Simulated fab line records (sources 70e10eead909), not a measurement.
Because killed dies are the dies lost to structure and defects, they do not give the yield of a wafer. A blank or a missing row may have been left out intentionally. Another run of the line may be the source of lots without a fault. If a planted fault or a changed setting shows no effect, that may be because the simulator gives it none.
The tool behind it: which one? + flow nand_harc + Sampling: 12 lots, 36 wafers, 2 of 1159 route steps

== WHAT THE GAUGES SHOWED, per wafer ==
NHARC_A_CONTACT_INSPECT_44.
| lot  | measured     | on                | raw_defect_count |
|------|--------------|-------------------|------------------|
| L077 | day 16 15:31 | defect_inspect-02 | 10 10 17         |
| L074 | day 16 20:25 | defect_inspect-02 | 30 36 39         |
| L075 | day 17 08:47 | defect_inspect-02 | 20 27 17         |
| L081 | day 18 11:01 | defect_inspect-02 | 29 25 21         |
| L082 | day 18 15:20 | defect_inspect-02 | 42 30 36         |
| L085 | day 19 14:31 | defect_inspect-01 | 31 26 32         |
| L091 | day 20 01:38 | defect_inspect-01 | 23 19 24         |
| L090 | day 20 06:41 | defect_inspect-02 | 38 41 43         |
| L089 | day 20 11:28 | defect_inspect-01 | 30 25 28         |
| L093 | day 20 16:07 | defect_inspect-01 | 17 23 19         |
| L095 | day 21 17:08 | defect_inspect-02 | 40 49 37         |
| L097 | day 21 21:40 | defect_inspect-01 | 12 13 15         |

== TOOL THAT RAN EACH LOT (tool first, then ch and the chambers of the sampled wafers, then the start) ==
| lot  | NHARC_A_WL_FILL_CVD_20                   |
|------|------------------------------------------|
| L077 | cvd_w-02 ch 0,1, day 16 15:31 or earlier |
| L074 | cvd_w-02 ch 0,1, day 16 20:25 or earlier |
| L075 | cvd_w-01 ch 1, day 17 08:47 or earlier   |
| L081 | cvd_w-02 ch 0,1, day 18 11:01 or earlier |
| L082 | cvd_w-01 ch 0,1, day 18 15:20 or earlier |
| L085 | cvd_w-02 ch 0,1, day 19 14:31 or earlier |
| L091 | cvd_w-01 ch 0,1, day 20 01:38 or earlier |
| L090 | cvd_w-01 ch 0,1, day 20 06:41 or earlier |
| L089 | cvd_w-02 ch 1, day 20 11:28 or earlier   |
| L093 | cvd_w-02 ch 0,1, day 20 16:07 or earlier |
| L095 | cvd_w-02 ch 0,1, day 21 17:08 or earlier |
| L097 | cvd_w-01 ch 0,1, day 21 21:40 or earlier |
- NHARC_A_WL_FILL_CVD_20: deposits W, target thk 75 nm, time 5064 s.

== THE ANSWER, worked out from the rows above alone ==
Rule: the usual values come from the lots themselves. Put in order of their means at a reading, lots are off if they are a third of the lots or fewer, leave a main group of 4 or more, and stand apart from it by a gap of 3 or more times the standard deviation of the main group's means; of several such gaps the widest counts. A main group is skipped when, at the precision printed for the reading in the tables above, its means are all equal. Also off: a lot with no number at a reading for which 4 or more lots have one. Where the step has rows for the other lots, those lots are counted as sound.
No lot is off on any of the readings shown, so nothing can be concluded from this.

== WHAT THE SIMULATOR HAD INSERTED ==
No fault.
